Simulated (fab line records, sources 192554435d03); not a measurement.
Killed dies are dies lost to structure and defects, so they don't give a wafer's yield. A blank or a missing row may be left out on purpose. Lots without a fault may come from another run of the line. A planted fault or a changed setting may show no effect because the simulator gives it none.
fab line records | flow n5_finfet | part 2 of 2: steps 21 to 30 of 30
record lots=5 wafers=15 last_day=20
route steps=1938 shown BEOL_M5@1140
lots that met no fault: from a run of the same line without faults
start_h: hours from the record's first day to the start of the lot's first wafer shown | wait_h: hours since the lot's step before | " the same as in the row above | L1.1+2: a row that stands for several wafers | - no value, or no start given | * or withheld: withheld | < > ~ a bound
route shown NAME@n: a module of which the file shows steps, and the number in the route of the first | usual: mean/standard deviation of fault-free wafers | same: alike in all rows | chamber/n: place in a boat | sites: the reading at each site | _std_site: their standard deviation | _edge_site: outer sites' mean less inner sites' | radius_mm: how far each site lies from the wafer's centre | mask NAME#n: copy n | behind: the tool/chamber that last shaped the wafer | hold: why the lot was held/for how many hours/how that ended | device: the transistor (n, p or np) that didn't switch | end of line: the same wafers' tests at the end of the route | a step without rows: its recipe alone | killed: dies lost to structure and defects at the first sort, not the wafer's yield | map: a wafer's dies, x killed, . not, _ none there
set.NAME: the setting as run; set.NAME@STEP: as run at that earlier step | model.NAME: the simulator's own value behind a step, which no gauge read
lots at some steps of the route; a table a step, a row a wafer
services: from which hour (start_h, from the record's first day; less than 0 if before it) a tool's chamber was out of use, for how many hours, and why
## steps
# step N5_BEOL_M5_TRENCH_ETCH_37
# recipe chemistry=C4F6/O2 target_depth_a=716.52 target=SiCOH_lowk time_s=24.7 ion_energy_ev=250 pressure_mtorr=30 source_w=345 bias_w=185 Ar_flow_sccm=300 C4F6_flow_sccm=10 O2_flow_sccm=10
# usual bias_w=185.0/0.57 drypump_motor_current_A=5.9/0.36 oes_product_au=0.82/0.077 rf_vpp_V=656/9.4 showerhead_plenum_p_Torr=2.81/0.1 throttle_valve_pct=20.78/0.22
# same time_s=24.7
# columns lot.wafer tool chamber start_h wait_h bias_w drypump_motor_current_A oes_product_au rf_hours_counter_h rf_vpp_V showerhead_plenum_p_Torr throttle_valve_pct
L087.4 rie_diel-04 2 - - 185.5 5.9 0.84 64 643 2.76 20.78
L087.5 " 0 " " 184.8 5.7 0.69 - 651 2.84 21.00
L087.6 " 1 " " 185.6 6.3 0.88 - 650 2.87 20.88
L085.2 rie_diel-01 1 - - 183.9 6.1 0.75 154 643 2.73 20.88
L085.3 " 2 " " 185.3 6.1 0.86 43 653 2.90 20.54
L085.6 " 2 " " 184.1 6.1 0.87 - 656 2.90 20.55
L088.1 rie_diel-06 1 - - 184.4 5.7 0.94 15 658 2.90 20.52
L088.2 " 2 " " 185.4 5.2 0.90 27 666 2.90 20.59
L088.6 " 2 " " 184.7 5.2 0.89 - 666 2.90 20.58
L095.2 rie_diel-06 3 - - 184.0 6.3 0.73 174 655 2.64 20.82
L095.3 " 0 " " 185.8 5.9 0.81 71 653 2.78 20.45
L095.5 " 3 " " 184.6 6.3 0.74 - 656 2.64 20.83
L094.2 rie_diel-06 3 - - 185.1 6.3 0.72 180 655 2.63 20.81
L094.3 " 1 " " 185.5 5.7 0.91 28 657 2.89 20.54
L094.5 " 3 " " 185.1 6.3 0.73 - 654 2.63 20.84
# step N5_BEOL_M5_ETCH_41
# recipe chemistry=CH3F/O2 target=SiCN target_depth_a=315 taper_deg=2 time_s=56.7 ion_energy_ev=120 mask_material=TiN pressure_mtorr=30 source_w=395 bias_w=75 Ar_flow_sccm=150 CH3F_flow_sccm=30 O2_flow_sccm=20
# usual bias_w=75.01/0.23 drypump_motor_current_A=5.9/0.36 oes_product_au=0.82/0.078 rf_vpp_V=296.9/1.9 showerhead_plenum_p_Torr=1.97/0.076 throttle_valve_pct=16.18/0.22
# same time_s=56.7
# columns lot.wafer tool chamber start_h wait_h bias_w drypump_motor_current_A oes_product_au rf_hours_counter_h rf_vpp_V showerhead_plenum_p_Torr throttle_valve_pct
L087.4 rie_diel-04 2 - - 74.65 5.9 0.84 64 296.4 1.94 16.20
L087.5 " 0 " " 74.86 5.7 0.69 - 296.8 2.00 16.40
L087.6 " 1 " " 75.24 6.3 0.89 - 298.7 2.02 16.30
L085.2 rie_diel-01 1 - - 74.86 6.1 0.74 154 295.8 1.92 16.32
L085.3 " 2 " " 75.40 6.0 0.86 43 298.1 2.04 15.96
L085.6 " 2 " " 74.87 6.1 0.86 - 299.7 2.04 15.95
L088.1 rie_diel-06 1 - - 75.14 5.7 0.94 15 298.4 2.04 15.90
L088.2 " 2 " " 75.37 5.2 0.90 27 299.1 2.04 15.96
L088.6 " 2 " " 74.95 5.2 0.91 - 298.1 2.04 15.98
L095.2 rie_diel-06 3 - - 75.34 6.3 0.73 174 292.3 1.84 16.23
L095.3 " 0 " " 74.76 5.9 0.81 71 297.0 1.95 15.87
L095.5 " 3 " " 75.31 6.3 0.73 - 292.9 1.84 16.24
L094.2 rie_diel-06 3 - - 74.98 6.3 0.73 180 294.4 1.84 16.26
L094.3 " 1 " " 75.36 5.7 0.92 28 297.9 2.03 15.94
L094.5 " 3 " " 74.96 6.3 0.73 - 293.9 1.84 16.24
# step N5_BEOL_M5_STRIP_91
# recipe chemistry=N2/H2 time_s=10 power_w=450 temp_c=40 pressure_mtorr=20 rf_frequency_hz=6e+07 bias_power_w=7 n2_flow_sccm=200 h2_flow_sccm=200
# usual drypump_motor_current_A=5.9/0.36 oes_product_au=0.82/0.075 rf_vpp_V=59.0/0.86 showerhead_plenum_p_Torr=2.50/0.1 throttle_valve_pct=23.5/0.35
# same time_s=10
# columns lot.wafer tool chamber start_h wait_h drypump_motor_current_A oes_product_au rf_hours_counter_h rf_vpp_V showerhead_plenum_p_Torr throttle_valve_pct
L087.4 rie_diel-04 2 - - 5.9 0.85 64 58.7 2.47 23.4
L087.5 " 0 " " 5.7 0.72 - 59.3 2.52 23.4
L087.6 " 1 " " 6.4 0.88 - 59.0 2.58 23.9
L085.2 rie_diel-01 1 - - 6.1 0.75 154 59.1 2.44 23.9
L085.3 " 2 " " 6.1 0.84 43 59.5 2.60 23.6
L085.6 " 2 " " 6.1 0.86 - 61.0 2.60 23.6
L088.1 rie_diel-06 1 - - 5.7 0.97 15 58.7 2.59 23.3
L088.2 " 2 " " 5.2 0.89 27 60.4 2.59 23.4
L088.6 " 2 " " 5.2 0.90 - 58.7 2.59 23.4
L095.2 rie_diel-06 3 - - 6.3 0.74 174 57.6 2.31 23.2
L095.3 " 0 " " 5.9 0.81 71 58.1 2.46 23.0
L095.5 " 3 " " 6.3 0.74 - 58.9 2.31 23.2
L094.2 rie_diel-06 3 - - 6.3 0.74 180 58.8 2.31 23.2
L094.3 " 1 " " 5.7 0.94 28 59.6 2.58 23.3
L094.5 " 3 " " 6.3 0.74 - 58.1 2.31 23.2
# step N5_BEOL_M5_OCD_MEAS_38
# usual trench_depth_nm=71.9/1.5
# columns lot.wafer tool chamber start_h wait_h trench_depth_nm
L087.4 ocd-02 - 311.08 - 69.7
L087.5 " - " " 69.7
L087.6 " - " " 72.2
L085.2 ocd-02 - 325.40 - 70.2
L085.3 " - " " 73.2
L085.6 " - " " 73.6
L088.1 ocd-02 - 325.75 - 72.5
L088.2 " - " " 73.7
L088.6 " - " " 73.9
L095.2 ocd-02 - 357.08 - 70.4
L095.3 " - " " 70.6
L095.5 " - " " 70.7
L094.2 ocd-01 - 375.55 - 70.0
L094.3 " - " " 71.4
L094.5 " - " " 70.9
# step N5_BEOL_M5_HM_STRIP_39
# recipe chemistry=peroxide_tin_strip material=TiN target_depth_a=250 temp_c=50 time_s=158
# same time_s=158
# columns lot.wafer tool chamber start_h wait_h
L087.4+5+6 wet_bench-05 3,4,5 311.11 0.0
L085.2+3+6 wet_bench-05 0,2,7 325.46 0.1
L088.1+2+6 wet_bench-06 4,5,3 325.79 0.0
L095.2+3+5 wet_bench-05 6,0,1 357.11 0.0
L094.2+3+5 wet_bench-02 7,5,6 375.58 0.0
# step N5_BEOL_M5_SRD_40
# recipe time_s=30 temp_c=23 rinse_liquid=diw dry=ipa_marangoni
# same time_s=30
# columns lot.wafer tool chamber start_h wait_h
L087.4+5+6 wet_bench-05 3,4,5 311.16 0.0
L085.2+3+6 wet_bench-05 0,2,7 325.51 0.0
L088.1+2+6 wet_bench-06 4,5,3 325.83 0.0
L095.2+3+5 wet_bench-05 6,0,1 357.16 0.0
L094.2+3+5 wet_bench-02 7,5,6 375.63 0.0
# step N5_BEOL_M5_PRECLEAN_42
# recipe chemistry=residue_remover time_s=60 temp_c=40
# same time_s=60
# columns lot.wafer tool chamber start_h wait_h
L087.4+5+6 wet_bench-05 3,4,5 311.18 0.0
L085.2+3+6 wet_bench-05 0,2,7 325.52 0.0
L088.1+2+6 wet_bench-06 4,5,3 325.85 0.0
L095.2+3+5 wet_bench-05 6,0,1 357.17 0.0
L094.2+3+5 wet_bench-02 7,5,6 375.65 0.0
# step N5_BEOL_M5_SRD_43
# recipe time_s=30 temp_c=23 rinse_liquid=diw dry=ipa_marangoni
# same time_s=30
# columns lot.wafer tool chamber start_h wait_h
L087.4+5+6 wet_bench-05 3,4,5 311.19 0.0
L085.2+3+6 wet_bench-05 0,2,7 325.54 0.0
L088.1+2+6 wet_bench-06 4,5,3 325.87 0.0
L095.2+3+5 wet_bench-05 6,0,1 357.19 0.0
L094.2+3+5 wet_bench-02 7,5,6 375.66 0.0
# step N5_BEOL_M5_CD_MEAS_35
# recipe target_cd_nm=28 target_cd_y_nm=24 polarity=opening
# usual cd_nm=28.1/0.33
# columns lot.wafer tool chamber start_h wait_h cd_nm
L087.4 cd_sem-03 - 311.24 0.0 27.7
L087.5 " - " " 28.1
L087.6 " - " " 28.5
L085.2 cd_sem-03 - 325.58 0.0 27.3
L085.3 " - " " 27.4
L085.6 " - " " 28.2
L088.1 cd_sem-01 - 325.91 0.0 28.1
L088.2 " - " " 28.1
L088.6 " - " " 27.8
L095.2 cd_sem-02 - 357.23 0.0 28.3
L095.3 " - " " 28.0
L095.5 " - " " 28.1
L094.2 cd_sem-02 - 375.71 0.0 28.0
L094.3 " - " " 27.5
L094.5 " - " " 28.2
# step N5_BEOL_M5_CURE_80
# recipe temp_c=370 time_s=120 ambient=DMADMS/He material=SiCOH_lowk
# usual lamp_power_pct=52.32/0.056 wafer_temp_C_max=371.5/0.57
# same time_s=120
# columns lot.wafer tool chamber start_h wait_h lamp_power_pct wafer_temp_C_max
L087.4 uv_cure-01 1 311.43 0.2 52.41 370.9
L087.5 " 1 " " 52.23 371.7
L087.6 " 1 " " 52.25 371.3
L085.2 uv_cure-02 1 325.67 0.1 52.29 371.5
L085.3 " 1 " " 52.39 371.6
L085.6 " 1 " " 52.28 372.2
L088.1 uv_cure-03 2 325.95 0.0 52.32 370.8
L088.2 " 2 " " 52.30 371.3
L088.6 " 2 " " 52.24 371.4
L095.2 uv_cure-03 2 357.40 0.2 52.49 371.2
L095.3 " 2 " " 52.29 371.4
L095.5 " 2 " " 52.35 371.7
L094.2 uv_cure-02 0 375.80 0.1 52.44 371.8
L094.3 " 0 " " 52.39 372.1
L094.5 " 0 " " 52.33 372.0
## services
# columns tool chamber start_h hours kind
euv_scanner-01 - 292.44 1.0 pm
euv_scanner-02 - 307.50 1.0 repair
euv_scanner-02 - 313.55 31.3 repair
rie_diel-04 0 327.20 4.9 repair
uv_cure-03 - 343.83 10.4 repair
euv_scanner-02 - 344.90 1.0 pm
euv_scanner-01 - 348.59 1.0 pm
euv_scanner-02 0 349.94 - calibration
euv_scanner-02 - 372.84 1.0 pm
